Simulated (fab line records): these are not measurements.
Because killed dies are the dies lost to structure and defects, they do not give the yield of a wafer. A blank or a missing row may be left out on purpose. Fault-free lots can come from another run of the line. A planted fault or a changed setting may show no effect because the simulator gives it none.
Which tool did it? -- flow nand harc -- 72 wafers from 24 lots sampled at 6 of the route's 1159 steps

WHAT THE GAUGES READ, wafer by wafer
NHARC_A_SLIT_INSPECT_11. Usual: 21 for raw defect count, sd 9.8.
lot,measured,on,raw defect count,flag
L074,day 14 16:59,defect inspect-01,12 14 11,
L075,day 14 15:10,defect inspect-02,10 7 9,
L076,day 14 16:50,defect inspect-01,24 20 12,
L077,day 15 01:11,defect inspect-01,24 21 23,
L078,day 15 00:56,defect inspect-01,12 13 12,
L079,day 15 10:02,defect inspect-02,33 34 35,
L081,day 15 17:31,defect inspect-01,31 36 32,
L080,day 15 17:40,defect inspect-02,9 14 15,
L082,day 16 12:00,defect inspect-02,13 8 14,
L083,day 16 12:53,defect inspect-02,35 30 36,
L084,day 17 21:41,defect inspect-02,5 16 11,
L085,day 17 22:58,defect inspect-01,26 28 20,
L087,day 17 22:00,defect inspect-02,10 8 11,
L090,day 18 01:28,defect inspect-01,34 43 25,
L086,day 18 01:37,defect inspect-02,26 22 33,
L088,day 18 01:15,defect inspect-02,12 19 18,
L091,day 18 07:48,defect inspect-02,25 40 27,
L089,day 18 06:54,defect inspect-01,17 16 16,
L093,day 18 09:47,defect inspect-02,16 14 10,
L092,day 18 08:43,defect inspect-02,39 34 29,
L094,day 18 23:16,defect inspect-02,29 31 22,
L095,day 19 15:47,defect inspect-01,16 15 15,
L097,day 19 16:07,defect inspect-02,31 38 29,
L096,day 19 15:57,defect inspect-02,19 10 19,

NHARC_A_SLIT_CD_MEAS_21. Usual: 289.5 nm for cd nm, sd 0.87.
lot,measured,on,cd nm (nm),flag
L074,day 14 21:49,cd sem-01,288.8 289.4 289.6,
L075,day 14 20:10,cd sem-02,288.9 289.9 289.9,
L076,day 14 20:26,cd sem-02,288.0 288.8 288.6,
L077,day 15 08:23,cd sem-01,289.2 289.2 289.3,
L078,day 15 06:42,cd sem-02,290.3 289.4 290.6,
L079,day 15 13:29,cd sem-01,290.2 291.1 290.6,
L081,day 15 21:09,cd sem-03,289.6 290.0 289.7,
L080,day 15 21:10,cd sem-02,289.8 290.3 289.9,
L082,day 16 18:46,cd sem-02,288.9 288.4 288.9,
L083,day 16 20:31,cd sem-01,289.5 289.5 289.6,
L084,day 18 04:01,cd sem-03,290.5 290.0 290.3,
L085,day 18 07:20,cd sem-03,289.5 289.4 289.1,
L087,day 18 05:43,cd sem-03,288.5 288.1 288.3,
L090,day 18 09:01,cd sem-03,290.4 290.6 289.5,
L086,day 18 09:38,cd sem-03,287.1 287.3 287.9,
L088,day 18 08:05,cd sem-03,288.1 287.8 288.6,
L091,day 18 11:20,cd sem-02,289.3 289.3 289.6,
L089,day 18 10:44,cd sem-02,289.8 289.6 289.8,
L093,day 18 13:26,cd sem-02,290.5 290.4 289.7,
L092,day 18 12:28,cd sem-03,290.6 291.3 290.3,
L094,day 19 02:45,cd sem-02,290.9 289.7 289.6,
L095,day 19 19:16,cd sem-01,289.2 289.1 289.3,
L097,day 19 20:57,cd sem-01,290.0 289.8 289.7,
L096,day 19 19:40,cd sem-03,290.3 290.2 289.6,

TOOL THAT RAN EACH LOT (tool first, then ch and the chambers of the sampled wafers, then the start)
lot,NHARC_A_STAIRCASE_DEP_322,NHARC_A_STAIRCASE_STRIP_475,NHARC_A_SGD_CUT_ETCHBACK_24,NHARC_A_SLIT_ETCH_17
L074,"pecvd-03 ch 0,1,2, day 12 14:49","rie diel-01 ch 1,3, day 14 11:42 or earlier","rie diel-02 ch 2,3, day 14 11:42","har etch-02 ch 0, day 14 19:13"
L075,"pecvd-03 ch 0,1,2, day 13 03:07","rie diel-01 ch 0,1,3, day 14 11:31 or earlier","rie diel-09 ch 0,2,3, day 14 11:31","har etch-02 ch 0,1, day 14 17:31"
L076,"pecvd-01 ch 0,1, day 13 03:13","rie diel-13 ch 0,1,2, day 14 11:39 or earlier","rie diel-09 ch 0,2,3, day 14 11:39","har etch-01 ch 0,1, day 14 18:04"
L077,"pecvd-01 ch 0,1,2, day 13 16:36","rie diel-08 ch 1,2,3, day 14 21:18 or earlier","rie diel-09 ch 0,2, day 14 21:18","har etch-02 ch 0,1, day 15 05:44"
L078,"pecvd-02 ch 0,1,2, day 13 16:47","rie diel-01 ch 0,2,3, day 14 21:18 or earlier","rie diel-06 ch 0,1, day 14 21:18","har etch-02 ch 0,1, day 15 04:32"
L079,"pecvd-01 ch 0,1,2, day 14 00:26","rie diel-08 ch 0,1,2, day 14 22:37","rie diel-06 ch 0,1,2, day 15 06:30","har etch-02 ch 0,1, day 15 10:52"
L081,"pecvd-01 ch 0,1, day 14 06:46","rie diel-01 ch 1,2,3, day 15 14:04 or earlier","rie diel-06 ch 0,1,2, day 15 14:04","har etch-01 ch 0,1, day 15 18:29"
L080,"pecvd-03 ch 1,2, day 14 06:50","rie diel-01 ch 1,2,3, day 15 14:05 or earlier","rie diel-02 ch 2,3, day 15 14:05","har etch-02 ch 1, day 15 18:30"
L082,"pecvd-02 ch 0,1, day 14 21:25","rie diel-01 ch 0,1, day 16 06:56 or earlier","rie diel-02 ch 0,2,3, day 16 06:56","har etch-02 ch 0,1, day 16 16:37"
L083,"pecvd-01 ch 1,2, day 14 21:39","rie diel-08 ch 0,2, day 16 06:55 or earlier","rie diel-06 ch 0,1,3, day 16 06:55","har etch-02 ch 0,1, day 16 18:17"
L084,"pecvd-03 ch 0,2, day 16 08:49","rie diel-08 ch 1,2, day 17 17:02 or earlier","rie diel-09 ch 0,1, day 17 17:02","har etch-01 ch 0,1, day 18 01:34"
L085,"pecvd-02 ch 0,2, day 16 08:58","rie diel-08 ch 1,2, day 17 17:19 or earlier","rie diel-06 ch 0,1, day 17 17:19","har etch-01 ch 1, day 18 04:40"
L087,"pecvd-01 ch 0,1,2, day 16 09:02","rie diel-13 ch 1,2, day 17 17:12 or earlier","rie diel-02 ch 0,2,3, day 17 17:12","har etch-01 ch 0,1, day 18 03:29"
L090,"pecvd-02 ch 1,2, day 16 15:33","rie diel-08 ch 0,3, day 17 21:52 or earlier","rie diel-02 ch 0,2,3, day 17 21:52","har etch-01 ch 0,1, day 18 06:22"
L086,"pecvd-01 ch 0,1,2, day 16 15:38","rie diel-08 ch 1,3, day 17 22:02 or earlier","rie diel-09 ch 1,2,3, day 17 22:02","har etch-02 ch 0,1, day 18 07:16"
L088,"pecvd-03 ch 0,2, day 16 16:13","rie diel-13 ch 0,1,3, day 17 21:52 or earlier","rie diel-06 ch 1,2, day 17 21:52","har etch-02 ch 0,1, day 18 05:36"
L091,"pecvd-02 ch 0,1,2, day 16 23:12","rie diel-13 ch 2,3, day 18 03:31 or earlier","rie diel-06 ch 0,1,2, day 18 03:31","har etch-02 ch 0,1, day 18 08:41"
L089,"pecvd-03 ch 0,2, day 16 23:12","rie diel-01 ch 1,2,3, day 18 03:29 or earlier","rie diel-02 ch 1,2,3, day 18 03:29","har etch-01 ch 0,1, day 18 08:04"
L093,"pecvd-01 ch 0,1,2, day 16 23:13","rie diel-08 ch 1,2,3, day 18 03:32 or earlier","rie diel-09 ch 0,2,3, day 18 03:32","har etch-02 ch 0,1, day 18 10:46"
L092,"pecvd-03 ch 0,2, day 16 23:52","rie diel-08 ch 1,2,3, day 18 03:38 or earlier","rie diel-09 ch 0,1,3, day 18 03:38","har etch-01 ch 0,1, day 18 09:58"
L094,"pecvd-03 ch 0,1,2, day 17 16:18","rie diel-13 ch 0,1, day 18 19:25 or earlier","rie diel-09 ch 0,3, day 18 19:25","har etch-01 ch 0,1, day 19 00:05"
L095,"pecvd-02 ch 0,1,2, day 18 09:24","rie diel-01 ch 0,1,3, day 19 12:24 or earlier","rie diel-06 ch 0,1,3, day 19 12:24","har etch-01 ch 0,1, day 19 16:37"
L097,"pecvd-01 ch 1,2, day 18 09:24","rie diel-13 ch 0,1, day 19 12:30 or earlier","rie diel-02 ch 0,1,2, day 19 12:30","har etch-01 ch 0,1, day 19 18:47"
L096,"pecvd-03 ch 0,1,2, day 18 09:41","rie diel-08 ch 1,2,3, day 19 06:51","rie diel-02 ch 0,2,3, day 19 12:25","har etch-02 ch 0,1, day 19 17:11"
- NHARC_A_STAIRCASE_DEP_322: deposits SiO2, target thk 3800 nm.
- NHARC_A_STAIRCASE_STRIP_475: strips in O2, time 20 s.
- NHARC_A_SGD_CUT_ETCHBACK_24: etches the open film in CH3F/O2, target depth 50 nm, time 92.857 s.
- NHARC_A_SLIT_ETCH_17: etches the open film in C4F8/O2/Ar, time 1687.5 s, target depth 10100 nm.

AS READ BY THE TOOLS THEMSELVES (means over the sampled wafers that have a number; for cases with no such wafer, the mark the record gives instead)
NHARC_A_STAIRCASE_DEP_322. Usual: heater power w 682 W, standard deviation 73; mfc precursor sccm 200.0 sccm, standard deviation 0.56.
lot,tool,heater power w (W),mfc precursor sccm (sccm),flag
L074,pecvd-03,733,199.2,
L075,pecvd-03,788,199.7,
L076,pecvd-01,693,200.4,
L077,pecvd-01,650,199.7,
L078,pecvd-02,595,199.7,
L079,pecvd-01,705,200.0,
L081,pecvd-01,692,199.9,
L080,pecvd-03,741,200.0,
L082,pecvd-02,609,199.7,
L083,pecvd-01,648,200.1,
L084,pecvd-03,728,199.8,
L085,pecvd-02,627,200.2,
L087,pecvd-01,654,199.7,
L090,pecvd-02,682,200.0,
L086,pecvd-01,636,200.4,
L088,pecvd-03,758,199.7,
L091,pecvd-02,649,200.3,
L089,pecvd-03,798,199.5,
L093,pecvd-01,687,200.2,
L092,pecvd-03,731,200.2,
L094,pecvd-03,752,200.6,
L095,pecvd-02,693,199.4,
L097,pecvd-01,660,200.4,
L096,pecvd-03,714,199.6,

NHARC_A_STAIRCASE_STRIP_475. Usual: drypump motor current A 5.8 A, standard deviation 0.49; o2 flow sccm 500.2 sccm, standard deviation 1.3; oes product au 1.001 a.u., standard deviation 0.0079; rf vpp V 57.6 V, standard deviation 0.89; showerhead plenum p Torr 3.49 Torr, standard deviation 0.14; throttle valve pct 17.036 %, standard deviation 0.0093.
lot,tool,drypump motor current A (A),o2 flow sccm (sccm),oes product au (a.u.),rf vpp V (V),showerhead plenum p Torr (Torr),throttle valve pct (%),flag
L074,rie diel-01,5.3,500.8,0.995,57.7,3.64,17.030,
L075,rie diel-01,5.7,498.7,0.992,57.5,3.62,17.033,
L076,rie diel-13,6.0,500.0,1.012,56.7,3.38,17.044,
L077,rie diel-08,5.7,500.9,1.006,57.9,3.50,17.040,
L078,rie diel-01,6.1,500.7,0.998,57.5,3.54,17.032,
L079,rie diel-08,5.9,500.2,1.001,58.3,3.57,17.032,
L081,rie diel-01,5.7,500.2,0.994,57.2,3.56,17.038,
L080,rie diel-01,5.7,500.7,0.996,57.6,3.56,17.040,
L082,rie diel-01,5.8,499.6,1.005,57.0,3.64,17.023,
L083,rie diel-08,5.8,500.3,1.010,58.6,3.62,17.042,
L084,rie diel-08,5.9,500.0,0.988,57.1,3.50,17.042,
L085,rie diel-08,5.9,501.5,1.000,57.3,3.50,17.030,
L087,rie diel-13,6.3,500.1,1.012,56.9,3.38,17.034,
L090,rie diel-08,5.4,500.6,1.010,57.6,3.50,17.028,
L086,rie diel-08,5.5,500.5,0.995,57.6,3.39,17.040,
L088,rie diel-13,5.7,498.9,1.000,57.3,3.31,17.032,
L091,rie diel-13,5.6,499.3,1.002,57.5,3.32,17.038,
L089,rie diel-01,5.7,499.7,1.001,57.5,3.55,17.043,
L093,rie diel-08,5.7,499.4,0.996,57.7,3.48,17.039,
L092,rie diel-08,5.7,500.1,1.002,57.3,3.48,17.032,
L094,rie diel-13,5.8,501.3,1.000,57.9,3.34,17.039,
L095,rie diel-01,5.7,501.2,1.004,57.4,3.60,17.024,
L097,rie diel-13,5.8,500.3,1.004,57.0,3.34,17.040,
L096,rie diel-08,5.7,500.2,1.002,58.0,3.47,17.034,

NHARC_A_SGD_CUT_ETCHBACK_24. Usual: drypump motor current A 5.6 A, standard deviation 0.43; o2 flow sccm 30.00 sccm, standard deviation 0.079; oes product au 0.97 a.u., standard deviation 0.035; rf vpp V 244.4 V, standard deviation 1.6; showerhead plenum p Torr 2.45 Torr, standard deviation 0.1; throttle valve pct 20.663 %, standard deviation 0.0095.
lot,tool,drypump motor current A (A),o2 flow sccm (sccm),oes product au (a.u.),rf vpp V (V),showerhead plenum p Torr (Torr),throttle valve pct (%),flag
L074,rie diel-02,5.0,30.04,1.00,244.1,2.44,20.661,
L075,rie diel-09,5.5,29.98,1.00,244.1,2.49,20.668,
L076,rie diel-09,5.6,30.00,1.00,243.8,2.49,20.660,
L077,rie diel-09,5.7,30.00,0.93,245.7,2.58,20.658,
L078,rie diel-06,5.5,30.03,0.93,244.9,2.51,20.666,
L079,rie diel-06,5.7,29.96,0.93,245.9,2.54,20.667,
L081,rie diel-06,5.7,30.04,0.93,244.5,2.54,20.659,
L080,rie diel-02,5.1,29.98,0.99,242.7,2.41,20.662,
L082,rie diel-02,5.3,30.02,0.99,243.9,2.39,20.659,
L083,rie diel-06,5.8,30.00,1.00,244.1,2.45,20.672,
L084,rie diel-09,5.5,29.99,1.00,244.5,2.47,20.664,
L085,rie diel-06,5.5,29.98,0.97,245.5,2.51,20.668,
L087,rie diel-02,5.3,30.08,1.01,243.2,2.39,20.665,
L090,rie diel-02,5.4,29.99,1.00,243.6,2.39,20.670,
L086,rie diel-09,5.6,30.01,0.93,244.1,2.46,20.666,
L088,rie diel-06,6.0,29.92,1.00,244.4,2.53,20.663,
L091,rie diel-06,5.7,30.05,1.01,245.2,2.54,20.664,
L089,rie diel-02,5.3,29.92,0.93,243.8,2.43,20.658,
L093,rie diel-09,5.6,30.02,0.97,245.0,2.49,20.668,
L092,rie diel-09,5.5,29.99,0.98,244.1,2.43,20.657,
L094,rie diel-09,5.5,30.04,1.00,243.2,2.39,20.669,
L095,rie diel-06,5.8,30.00,1.00,244.6,2.45,20.653,
L097,rie diel-02,5.6,29.96,0.92,243.2,2.38,20.670,
L096,rie diel-02,5.4,30.02,1.01,243.7,2.39,20.661,

NHARC_A_SLIT_ETCH_17. Usual: drypump motor current A 6.2 A, standard deviation 0.58; esc clamp current uA 0.02146, standard deviation 0.00022; o2 flow sccm 41.71 sccm, standard deviation 0.14; showerhead plenum p Torr 3.76 Torr, standard deviation 0.11; throttle valve pct 32.046 %, standard deviation 0.0086.
lot,tool,drypump motor current A (A),esc clamp current uA,o2 flow sccm (sccm),showerhead plenum p Torr (Torr),throttle valve pct (%),flag
L074,har etch-02,5.4,0.02156,41.63,3.85,32.038,
L075,har etch-02,5.8,0.02141,41.72,3.85,32.044,
L076,har etch-01,6.3,0.02152,41.58,3.73,32.049,
L077,har etch-02,6.3,0.02125,41.53,3.84,32.047,
L078,har etch-02,5.8,0.02140,41.77,3.84,32.048,
L079,har etch-02,6.3,0.02127,41.84,3.84,32.051,
L081,har etch-01,6.3,0.02155,41.75,3.72,32.044,
L080,har etch-02,6.7,0.02110,41.84,3.84,32.047,
L082,har etch-02,6.3,0.02126,41.81,3.83,32.044,
L083,har etch-02,6.3,0.02128,41.61,3.83,32.052,
L084,har etch-01,6.5,0.02161,41.62,3.64,32.052,
L085,har etch-01,6.1,0.02160,41.76,3.78,32.050,
L087,har etch-01,6.3,0.02159,41.85,3.71,32.053,
L090,har etch-01,6.5,0.02160,41.64,3.64,32.054,
L086,har etch-02,5.8,0.02145,41.58,3.82,32.040,
L088,har etch-02,6.3,0.02129,41.88,3.82,32.055,
L091,har etch-02,5.9,0.02143,41.65,3.82,32.040,
L089,har etch-01,6.3,0.02163,41.79,3.70,32.049,
L093,har etch-02,6.3,0.02128,41.82,3.82,32.051,
L092,har etch-01,6.3,0.02159,41.74,3.70,32.053,
L094,har etch-01,6.5,0.02161,41.73,3.64,32.041,
L095,har etch-01,6.5,0.02157,41.65,3.64,32.052,
L097,har etch-01,6.5,0.02161,41.60,3.64,32.045,
L096,har etch-02,6.2,0.02129,41.69,3.82,32.045,

THE ANSWER, worked out from the rows above alone
Rule: a lot is off if the mean of its wafers that have a number lies more than 3 standard deviations from the usual mean. A lot without any number at a reading at which 4 lots or more have one is off too. The other lots that the step has rows for count as sound. First the gauges in route order, then the tools' own readings, where a lot's mean is used as printed above. At the first step where some lot is off, the reading lying furthest off is the one used; lots without a number count as furthest.
None of the lots is off at any reading shown; this tells nothing.

WHAT THE SIMULATOR HAD INSERTED
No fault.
